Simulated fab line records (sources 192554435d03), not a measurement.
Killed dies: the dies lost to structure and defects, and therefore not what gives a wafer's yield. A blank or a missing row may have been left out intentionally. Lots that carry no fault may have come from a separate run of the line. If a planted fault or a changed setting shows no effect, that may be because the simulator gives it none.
Which tool was responsible? | flow n5Finfet | 33 wafers from 12 lots sampled at 6 of the route's 1938 steps

WHAT THE GAUGES READ, wafer by wafer
N5_BEOL_M0_SAQP_OVL_MEAS_15. Usual: M0_CORE_OVL gives 0.5 nm (standard deviation 0.87).
lot  | measured     | on         | M0_CORE_OVL (nm) | flag
L498 | day 5 12:26  | overlay-01 | -0.9 0.2 -0.5    | 
L499 | day 5 20:02  | overlay-02 | -1.2 -0.6 -1.2   | 
L502 | day 6 17:29  | overlay-02 | 0.8 0.4 1.5      | 
L505 | day 7 10:49  | overlay-01 | -0.1 0.6         | 
L507 | day 7 19:05  | overlay-02 | -1.0 -0.4        | 
L510 | day 8 17:00  | overlay-01 | 21.2 19.2 19.1   | OFF
L511 | day 8 22:22  | overlay-01 | 20.7 20.7 19.6   | OFF
L512 | day 9 05:58  | overlay-01 | 1.1 1.5 0.4      | 
L513 | day 9 09:01  | overlay-02 | -0.1 0.5         | 
L517 | day 10 10:18 | overlay-02 | 1.3 0.1 0.9      | 
L519 | day 10 16:07 | overlay-01 | 1.1 2.3 1.9      | 
L520 | day 11 06:26 | overlay-02 | 1.8 2.8 2.6      | 

N5_BEOL_M4_RC_MEAS_101. Usual: DIBL_N 37.4 mV/V, standard deviation 2.1; DIBL_P 37.8 mV/V, standard deviation 2.5; IOFF_N 0.19 nA/um, standard deviation 0.045; IOFF_P 0.24 nA/um, standard deviation 0.05; ION_N 682 uA/um, standard deviation 16; ION_P 467 uA/um, standard deviation 11; SS_N 71.9 mV/dec, standard deviation 0.67; SS_P 73.6 mV/dec, standard deviation 0.76; VT_N 247 mV, standard deviation 3.6; VT_P -248 mV, standard deviation 3.6.
lot  | measured     | on        | DIBL_N (mV/V)  | DIBL_P (mV/V)  | IOFF_N (nA/um) | IOFF_P (nA/um) | ION_N (uA/um) | ION_P (uA/um) | SS_N (mV/dec)  | SS_P (mV/dec)  | VT_N (mV)   | VT_P (mV)      | flag
L498 | day 7 13:59  | prober-01 | 36.8 37.8 33.9 | 38.7 39.0 34.3 | 0.19 0.23 0.14 | 0.25 0.27 0.17 | 670 679 664   | 461 460 451   | 72.3 72.1 71.3 | 75.0 74.4 72.5 | 249 246 251 | -249 -247 -252 | 
L499 | day 7 20:51  | prober-02 | 38.1 38.6 36.7 | 39.5 39.0 37.9 | 0.21 0.22 0.19 | 0.28 0.29 0.28 | 690 698 696   | 475 479 477   | 71.5 71.9 71.7 | 73.1 73.1 72.5 | 244 243 241 | -245 -244 -243 | 
L502 | day 9 05:26  | prober-02 | 36.7 37.8 39.9 | 36.8 38.5 39.8 | 0.16 0.19 0.22 | 0.21 0.25 0.29 | 680 689 668   | 463 465 458   | 71.6 72.7 73.3 | 72.6 73.0 74.1 | 250 248 246 | -251 -250 -246 | 
L505 | day 9 23:55  | prober-02 | 38.6 36.3      | 38.7 36.8      | 0.20 0.16      | 0.21 0.19      | 692 667       | 458 448       | 72.2 72.1      | 74.4 73.4      | 246 246     | -255 -254      | 
L507 | day 10 00:20 | prober-01 | 40.0 35.1      | 40.1 36.0      | 0.23 0.15      | 0.26 0.21      | 670 684       | 451 467       | 72.4 70.8      | 74.1 72.1      | 248 247     | -248 -249      | 
L510 | day 11 05:55 | prober-01 | 41.3 40.2 39.6 | 43.0 42.4 40.5 | 0.24 0.24 0.23 | 0.33 0.32 0.28 | 676 695 713   | 463 479 481   | 72.7 72.9 72.3 | 74.0 74.7 74.7 | 245 245 245 | -246 -247 -246 | 
L511 | day 11 14:48 | prober-02 | 34.6 38.8 39.8 | 33.4 39.6 42.2 | 0.14 0.23 0.24 | 0.15 0.23 0.29 | 664 696 681   | 440 459 457   | 71.1 72.3 71.7 | 73.0 74.1 74.8 | 254 244 244 | -256 -251 -248 | 
L512 | day 11 19:31 | prober-02 | 38.9 41.0 38.5 | 38.7 41.4 37.7 | 0.21 0.25 0.21 | 0.27 0.33 0.26 | 671 671 693   | 464 463 470   | 72.6 73.6 73.0 | 74.2 75.0 73.8 | 245 244 244 | -245 -241 -244 | 
L513 | day 11 21:46 | prober-01 | 40.4 39.0      | 40.0 38.3      | 0.24 0.19      | 0.29 0.26      | 675 662       | 460 456       | 72.8 73.4      | 74.3 74.4      | 248 250     | -247 -251      | 
L517 | day 13 04:29 | prober-01 | 35.8 36.1 38.4 | 34.2 33.9 36.6 | 0.13 0.14 0.16 | 0.18 0.19 0.22 | 677 681 673   | 471 471 465   | 70.6 70.8 71.3 | 72.6 72.5 73.1 | 252 251 252 | -251 -250 -249 | 
L519 | day 13 11:37 | prober-02 | 31.5 34.3 34.5 | 31.3 34.7 35.4 | 0.10 0.14 0.14 | 0.15 0.19 0.20 | 654 665 667   | 459 465 463   | 70.0 71.4 71.7 | 71.4 72.7 72.8 | 254 250 250 | -254 -248 -251 | 
L520 | day 14 03:58 | prober-01 | 36.1 35.7 35.1 | 36.7 36.4 36.8 | 0.15 0.15 0.14 | 0.20 0.21 0.21 | 659 656 673   | 448 452 461   | 71.9 71.4 72.2 | 72.8 73.3 73.0 | 251 248 250 | -252 -249 -252 | 

TOOL THAT RAN EACH LOT (tool first, then ch and the chambers of the sampled wafers, then the start)
lot  | N5_MOL_CONTACT_COAG_CVD_140  | N5_MOL_CONTACT_COAG_CMP_52   | N5_BEOL_M0_SAQP_EXPOSE_11         | N5_BEOL_M0_SAQP_RECESS_114
L498 | cvdW-01 ch 0,1, day 5 06:59  | cmp-01 ch 0,2,3, day 5 07:19 | arfiScanner-03 ch 0, day 5 12:17  | vaporEtch-01 ch 0,1, day 5 13:00
L499 | cvdW-02 ch 0,1, day 5 14:58  | cmp-03 ch 1,2, day 5 15:17   | arfiScanner-03 ch 0, day 5 19:52  | vaporEtch-01 ch 1, day 5 20:35
L502 | cvdW-02 ch 0,1, day 6 12:07  | cmp-01 ch 0,3, day 6 12:26   | arfiScanner-03 ch 0, day 6 17:20  | vaporEtch-02 ch 1, day 6 18:17
L505 | cvdW-02 ch 1, day 7 02:43    | cmp-04 ch 0,3, day 7 03:03   | arfiScanner-02 ch 0, day 7 10:40  | vaporEtch-01 ch 1, day 7 11:23
L507 | cvdW-01 ch 0,1, day 7 13:36  | cmp-03 ch 0,1, day 7 13:53   | arfiScanner-01 ch 0, day 7 18:57  | vaporEtch-01 ch 0,1, day 7 20:11
L510 | cvdW-02 ch 0,1, day 8 10:59  | cmp-04 ch 0,2,3, day 8 11:14 | arfiScanner-03 ch 0, day 8 16:52  | vaporEtch-01 ch 0,1, day 8 17:43
L511 | cvdW-02 ch 0,1, day 8 16:10  | cmp-01 ch 1,2,3, day 8 16:30 | arfiScanner-03 ch 0, day 8 22:13  | vaporEtch-02 ch 0,1, day 8 23:02
L512 | cvdW-01 ch 0,1, day 9 00:45  | cmp-01 ch 0,1, day 9 00:59   | arfiScanner-01 ch 0, day 9 05:49  | vaporEtch-01 ch 0,1, day 9 06:38
L513 | cvdW-02 ch 0,1, day 9 02:42  | cmp-04 ch 1,2, day 9 02:56   | arfiScanner-02 ch 0, day 9 08:52  | vaporEtch-01 ch 0,1, day 9 09:42
L517 | cvdW-02 ch 0,1, day 10 04:07 | cmp-01 ch 2,3, day 10 04:26  | arfiScanner-01 ch 0, day 10 10:08 | vaporEtch-02 ch 0,1, day 10 11:25
L519 | cvdW-02 ch 0, day 10 11:19   | cmp-04 ch 1,2, day 10 11:40  | arfiScanner-01 ch 0, day 10 15:57 | vaporEtch-01 ch 0,1, day 10 16:40
L520 | cvdW-02 ch 0,1, day 11 01:35 | cmp-01 ch 1,3, day 11 01:54  | arfiScanner-01 ch 0, day 11 06:16 | vaporEtch-02 ch 0,1, day 11 06:59
- N5_MOL_CONTACT_COAG_CVD_140: deposits W, target thk 66.5 nm, time 215 s.
- N5_MOL_CONTACT_COAG_CMP_52: polishes, stops on SiO2, t overpolish 1.5 s, target thk 66.5 nm.
- N5_BEOL_M0_SAQP_EXPOSE_11: exposes mask M0 CORE, target cd 42 nm.
- N5_BEOL_M0_SAQP_RECESS_114: chemistry HF/NH3, target SiO2, target depth 14.4 nm, afs cycles 3, sublimation time 60 s.

WHAT THE TOOLS THEMSELVES READ (means of the sampled wafers that have a number; where no wafer has one, the mark that the record gives instead)
N5_MOL_CONTACT_COAG_CVD_140. Usual: heaterPowerW at 495 W, with a standard deviation of 48.
lot  | tool    | heaterPowerW (W) | flag
L498 | cvdW-01 | 545              | 
L499 | cvdW-02 | 443              | 
L502 | cvdW-02 | 457              | 
L505 | cvdW-02 | 471              | 
L507 | cvdW-01 | 507              | 
L510 | cvdW-02 | 450              | 
L511 | cvdW-02 | 454              | 
L512 | cvdW-01 | 548              | 
L513 | cvdW-02 | 456              | 
L517 | cvdW-02 | 456              | 
L519 | cvdW-02 | 442              | 
L520 | cvdW-02 | 465              | 

N5_MOL_CONTACT_COAG_CMP_52. Usual: motorCurrentA 12.1 A, standard deviation 1.4; overpolishRunS 1.500 s, standard deviation 0.0092; timeToEndpointS 13.3 s, standard deviation 2.2.
lot  | tool   | motorCurrentA (A) | overpolishRunS (s) | timeToEndpointS (s) | flag
L498 | cmp-01 | 12.3              | 1.495              | 13.4                | 
L499 | cmp-03 | 11.8              | 1.495              | 12.6                | 
L502 | cmp-01 | 11.7              | 1.502              | 15.8                | 
L505 | cmp-04 | 11.4              | 1.499              | 12.5                | 
L507 | cmp-03 | 12.2              | 1.504              | 10.7                | 
L510 | cmp-04 | 11.4              | 1.495              | 14.7                | 
L511 | cmp-01 | 12.3              | 1.501              | 12.2                | 
L512 | cmp-01 | 10.4              | 1.501              | 12.2                | 
L513 | cmp-04 | 11.4              | 1.492              | 15.2                | 
L517 | cmp-01 | 13.6              | 1.497              | 15.2                | 
L519 | cmp-04 | 12.0              | 1.506              | 16.0                | 
L520 | cmp-01 | 11.4              | 1.501              | 13.1                | 

N5_BEOL_M0_SAQP_RECESS_114. Usual: drypumpMotorCurrentA at 6.0 A, with a standard deviation of 0.38.
lot  | tool         | drypumpMotorCurrentA (A) | flag
L498 | vaporEtch-01 | 5.8                      | 
L499 | vaporEtch-01 | 5.5                      | 
L502 | vaporEtch-02 | 5.8                      | 
L505 | vaporEtch-01 | 5.5                      | 
L507 | vaporEtch-01 | 5.8                      | 
L510 | vaporEtch-01 | 6.0                      | 
L511 | vaporEtch-02 | 6.0                      | 
L512 | vaporEtch-01 | 5.7                      | 
L513 | vaporEtch-01 | 5.9                      | 
L517 | vaporEtch-02 | 6.1                      | 
L519 | vaporEtch-01 | 6.0                      | 
L520 | vaporEtch-02 | 6.0                      | 

THE ANSWER, worked out from the rows above alone
Rule: take the mean of a lot's wafers that have a number; if it is more than 3 standard deviations from the usual mean, the lot is off. A lot without any number at a reading at which 4 lots or more have one is off too. All remaining lots with rows at the step are treated as sound. First the gauges in route order, then the tools' own readings, where a lot's mean is used as printed above. The first step at which some lot is off is used, and at that step the reading that is off furthest; a lot without a number counts as furthest.
Off: L510, L511, seen at N5_BEOL_M0_SAQP_OVL_MEAS_15 (M0_CORE_OVL).
If a tool, at a process step before that reading, ran all the lots that are off and no sound lot after the first of them, it fits. Those tools and the gauges at N5_BEOL_M0_SAQP_OVL_MEAS_15 are tried in the same way. One fits: arfiScanner-03 at N5_BEOL_M0_SAQP_EXPOSE_11. A fault onset in the window from L502 (day 6 17:20, its last sound lot) to L510 (day 8 16:52, its first lot off) fits.

WHAT WAS PUT IN BY THE SIMULATOR
Scanner matching overlay: arfiScanner-03, from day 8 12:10 on, at N5_BEOL_M0_SAQP_EXPOSE_11. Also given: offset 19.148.
Struck lots among those shown: L510, L511. The same result came from the rule above.
